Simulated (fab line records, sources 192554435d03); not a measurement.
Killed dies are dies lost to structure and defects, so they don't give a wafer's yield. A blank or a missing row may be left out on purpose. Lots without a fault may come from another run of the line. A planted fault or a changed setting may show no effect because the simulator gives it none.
fab line records | flow n5_finfet | part 2 of 2: steps 25 to 34 of 34
record lots=5 wafers=15 last_day=17
route steps=1938 shown BEOL_M5@1178 BEOL_M6@1194
lots that met no fault: from a run of the same line without faults
start_h: hours from the record's first day to the start of the lot's first wafer shown | wait_h: hours since the lot's step before | " the same as in the row above | L1.1+2: a row that stands for several wafers | - no value, or no start given | * or withheld: withheld | < > ~ a bound
route shown NAME@n: a module of which the file shows steps, and the number in the route of the first | usual: mean/standard deviation of fault-free wafers | same: alike in all rows | chamber/n: place in a boat | sites: the reading at each site | _std_site: their standard deviation | _edge_site: outer sites' mean less inner sites' | radius_mm: how far each site lies from the wafer's centre | mask NAME#n: copy n | behind: the tool/chamber that last shaped the wafer | hold: why the lot was held/for how many hours/how that ended | device: the transistor (n, p or np) that didn't switch | end of line: the same wafers' tests at the end of the route | a step without rows: its recipe alone | killed: dies lost to structure and defects at the first sort, not the wafer's yield | map: a wafer's dies, x killed, . not, _ none there
set.NAME: the setting as run; set.NAME@STEP: as run at that earlier step | model.NAME: the simulator's own value behind a step, which no gauge read
lots at some steps of the route; a table a step, a row a wafer
services: from which hour (start_h, from the record's first day; less than 0 if before it) a tool's chamber was out of use, for how many hours, and why
## steps
# step N5_BEOL_M6_EBR_07
# recipe solvent=PGMEA ebr_width_mm=1.5
# columns lot.wafer tool chamber start_h wait_h
L087.1+3+5 litho_track-04 0 - -
L089.2+3+5 litho_track-05 0 - -
L088.1+3+5 litho_track-03 0 - -
L094.2+3+5 litho_track-05 0 - -
L096.1+3+6 litho_track-03 0 - -
# step N5_BEOL_M6_SOFTBAKE_06
# recipe temp_c=110 time_s=60 resist=CAR-ArF
# columns lot.wafer tool chamber start_h wait_h
L087.1+3+5 litho_track-04 0 - -
L089.2+3+5 litho_track-05 0 - -
L088.1+3+5 litho_track-03 0 - -
L094.2+3+5 litho_track-05 0 - -
L096.1+3+6 litho_track-03 0 - -
# step N5_BEOL_M6_EXPOSE_08
# recipe mask_id=M6 na=1.35 source_shape=dipole sigma_inner=0.817 sigma_outer=0.97 polarization=te dose_mj=68.25
# columns lot.wafer tool chamber start_h wait_h mask
L087.1+3+5 arfi_scanner-01 0 261.47 - M6#0
L089.2+3+5 arfi_scanner-01 0 282.26 - M6#0
L088.1+3+5 arfi_scanner-03 0 282.49 - M6#0
L094.2+3+5 arfi_scanner-01 0 307.80 - M6#0
L096.1+3+6 arfi_scanner-03 0 318.15 - M6#0
# step N5_BEOL_M6_PEB_09
# recipe peb_temp_c=withheld peb_time_s=60 resist=CAR-ArF
# columns lot.wafer tool chamber start_h wait_h
L087.1+3+5 litho_track-04 0 261.53 0.1
L089.2+3+5 litho_track-05 0 282.32 0.0
L088.1+3+5 litho_track-03 0 282.55 0.1
L094.2+3+5 litho_track-04 0 307.86 0.0
L096.1+3+6 litho_track-03 0 318.21 0.1
# step N5_BEOL_M6_DEVELOP_10
# recipe develop_time_s=30 developer=TMAH resist=CAR-ArF rinse_liquid=diw dry=air_spin dev_temp_c=23
# columns lot.wafer tool chamber start_h wait_h
L087.1+3+5 litho_track-04 0 - -
L089.2+3+5 litho_track-05 0 - -
L088.1+3+5 litho_track-03 0 - -
L094.2+3+5 litho_track-04 0 - -
L096.1+3+6 litho_track-03 0 - -
# step N5_BEOL_M6_CD_MEAS_11
# recipe target_cd_nm=38.5 landing_energy_ev=500 detector=se_inlens polarity=opening
# usual cd_nm=38.4/0.76
# columns lot.wafer tool chamber start_h wait_h cd_nm
L087.1 cd_sem-02 0 261.60 - 37.8
L087.3 " 0 " " 38.4
L087.5 " 0 " " 37.4
L089.2 cd_sem-01 0 282.38 - 38.9
L089.3 " 0 " " 39.8
L089.5 " 0 " " 39.9
L088.1 cd_sem-01 0 282.62 - 37.4
L088.3 " 0 " " 37.3
L088.5 " 0 " " 37.0
L094.2 cd_sem-03 0 307.92 - 37.5
L094.3 " 0 " " 38.4
L094.5 " 0 " " 38.6
L096.1 cd_sem-02 0 318.28 - 38.8
L096.3 " 0 " " 38.0
L096.6 " 0 " " 38.3
# step N5_BEOL_M6_OVL_MEAS_12
# recipe points_per_wafer=44
# usual M6_OVL=-0.3/0.82
# columns lot.wafer tool chamber start_h wait_h M6_OVL[nm]
L087.1 overlay-02 0 261.63 0.0 0.5
L087.3 " 0 " " 0.3
L087.5 " 0 " " 0.1
L089.2 overlay-02 0 282.43 0.0 -1.2
L089.3 " 0 " " -1.1
L089.5 " 0 " " -1.9
L088.1 overlay-02 0 282.65 0.0 -1.8
L088.3 " 0 " " -1.9
L088.5 " 0 " " -0.6
L094.2 overlay-01 0 307.95 0.0 -0.4
L094.3 " 0 " " 0.4
L094.5 " 0 " " -1.0
L096.1 overlay-02 0 318.31 0.0 -0.2
L096.3 " 0 " " 1.1
L096.6 " 0 " " 0.0
# step N5_BEOL_M6_INSPECT_13
# recipe mode=adi inspect_instrument=brightfield
# usual raw_defect_count=410/110
# columns lot.wafer tool chamber start_h wait_h raw_defect_count
L087.1 defect_inspect-02 - 261.65 0.0 302
L087.3 " - " " 415
L087.5 " - " " 342
L089.2 defect_inspect-02 - 282.45 0.0 671
L089.3 " - " " 850
L089.5 " - " " 566
L088.1 defect_inspect-01 - 282.67 0.0 383
L088.3 " - " " 387
L088.5 " - " " 363
L094.2 defect_inspect-02 - 307.98 0.0 450
L094.3 " - " " 454
L094.5 " - " " 549
L096.1 defect_inspect-02 - 318.33 0.0 344
L096.3 " - " " 322
L096.6 " - " " 412
# step N5_BEOL_M6_DESCUM_16
# recipe chemistry=O2 time_s=7.9 source_power_w=50 bias_power_w=20 pressure_mtorr=20 rf_frequency_hz=2.712e+07 temp_c=40 resist=CAR-ArF o2_flow_sccm=225
# usual drypump_motor_current_A=6.0/0.39 oes_product_au=0.80/0.096 rf_vpp_V=243.4/1.3 showerhead_plenum_p_Torr=2.11/0.063 throttle_valve_pct=20.45/0.21
# columns lot.wafer tool chamber start_h wait_h drypump_motor_current_A oes_product_au rf_hours_counter_h rf_vpp_V showerhead_plenum_p_Torr throttle_valve_pct
L087.1 rie_diel-06 1 262.12 0.5 6.6 0.91 36 244.1 2.12 20.03
L087.3 " 0 " " 6.0 0.84 58 244.6 2.22 20.60
L087.5 " 1 " " 6.6 0.90 - 243.9 2.12 20.03
L089.2 rie_diel-03 2 282.48 0.0 5.8 0.87 45 245.1 2.15 20.70
L089.3 " 1 " " 5.5 0.69 222 243.8 2.17 20.45
L089.5 " 1 " " 5.5 0.69 - 243.8 2.17 20.46
L088.1 rie_diel-04 2 282.71 0.0 5.5 0.78 95 241.9 2.04 20.43
L088.3 " 3 " " 6.3 1.00 1 244.9 2.16 20.00
L088.5 " 3 " " 6.3 0.99 - 244.9 2.16 20.01
L094.2 rie_diel-03 3 308.23 0.2 5.9 0.69 233 242.7 2.06 20.66
L094.3 " 2 " " 5.8 0.84 53 245.1 2.14 20.70
L094.5 " 1 " " 5.5 0.68 - 244.0 2.17 20.47
L096.1 rie_diel-06 1 318.52 0.2 6.6 0.87 55 244.8 2.11 20.09
L096.3 " 0 " " 6.0 0.80 76 245.1 2.22 20.65
L096.6 " 0 " " 6.0 0.81 - 245.1 2.22 20.61
# step N5_BEOL_M6_ETCH_61
# recipe chemistry=CF4 target=SiARC target_depth_a=455 mask_material=CAR-ArF time_s=75.8 ion_energy_ev=80 pressure_mtorr=40 source_w=545 bias_w=36 Ar_flow_sccm=100 cf4_flow_sccm=100 ends=cleared
# usual drypump_motor_current_A=6.0/0.39 etch_rf_on_time_s=76.6/2 oes_product_au=0.68/0.085 rf_vpp_V=184.3/1.1 showerhead_plenum_p_Torr=2.15/0.06 throttle_valve_pct=15.55/0.2
# columns lot.wafer tool chamber start_h wait_h drypump_motor_current_A etch_rf_on_time_s oes_product_au rf_hours_counter_h rf_vpp_V showerhead_plenum_p_Torr throttle_valve_pct
L087.1 rie_diel-06 1 262.15 0.0 6.6 76.1 0.77 36 183.9 2.18 15.33
L087.3 " 0 " " 6.1 74.8 0.72 58 184.7 2.25 15.63
L087.5 " 1 " " 6.6 76.1 0.77 - 185.7 2.18 15.34
L089.2 rie_diel-03 2 282.52 0.0 5.8 76.2 0.74 46 184.6 2.18 15.66
L089.3 " 1 " " 5.6 79.4 0.57 222 185.2 2.21 15.61
L089.5 " 1 " " 5.5 79.3 0.57 - 184.5 2.21 15.59
L088.1 rie_diel-04 2 282.74 0.0 5.5 75.0 0.67 95 184.1 2.06 15.42
L088.3 " 3 " " 6.3 76.2 0.86 1 183.6 2.18 15.00
L088.5 " 3 " " 6.3 75.4 0.87 - 185.6 2.17 15.01
L094.2 rie_diel-03 3 308.26 0.0 5.9 74.4 0.60 233 184.6 2.10 15.85
L094.3 " 2 " " 5.8 77.0 0.72 53 184.8 2.18 15.65
L094.5 " 1 " " 5.5 78.3 0.57 - 184.6 2.21 15.62
L096.1 rie_diel-06 1 318.56 0.0 6.6 76.0 0.74 55 184.5 2.18 15.38
L096.3 " 0 " " 6.0 73.5 0.71 76 184.0 2.24 15.67
L096.6 " 0 " " 6.0 74.0 0.70 - 185.3 2.24 15.69
## services
# columns tool chamber start_h hours kind
cvd_co-01 - 234.55 6.9 pm
pecvd-03 - 246.54 6.0 pm
uv_cure-03 - 248.82 2.5 repair
arfi_scanner-03 - 252.10 0.8 pm
pecvd-04 - 253.34 2.8 pm
arfi_scanner-01 - 254.11 0.2 repair
arfi_scanner-03 - 256.33 3.1 pm
uv_cure-03 - 263.64 1.7 repair
pecvd-01 0 264.28 6.5 repair
cvd_co-02 1 266.42 5.5 repair
ecd_cu-02 - 266.71 2.0 repair
cvd_co-01 - 271.69 0.7 repair
rie_diel-04 - 273.17 0.6 repair
uv_cure-02 - 276.57 3.8 repair
pecvd-04 - 286.11 7.2 repair
arfi_scanner-01 - 298.37 0.8 pm
arfi_scanner-01 - 299.96 1.3 pm
cmp-02 - 301.07 2.4 repair
arfi_scanner-01 - 301.26 1.0 pm
pecvd-03 1 303.83 6.1 repair
rie_diel-03 - 309.50 4.3 pm
pecvd-02 2 311.80 1.7 repair
arfi_scanner-01 - 312.95 4.8 pm
ecd_cu-01 - 313.52 0.2 repair
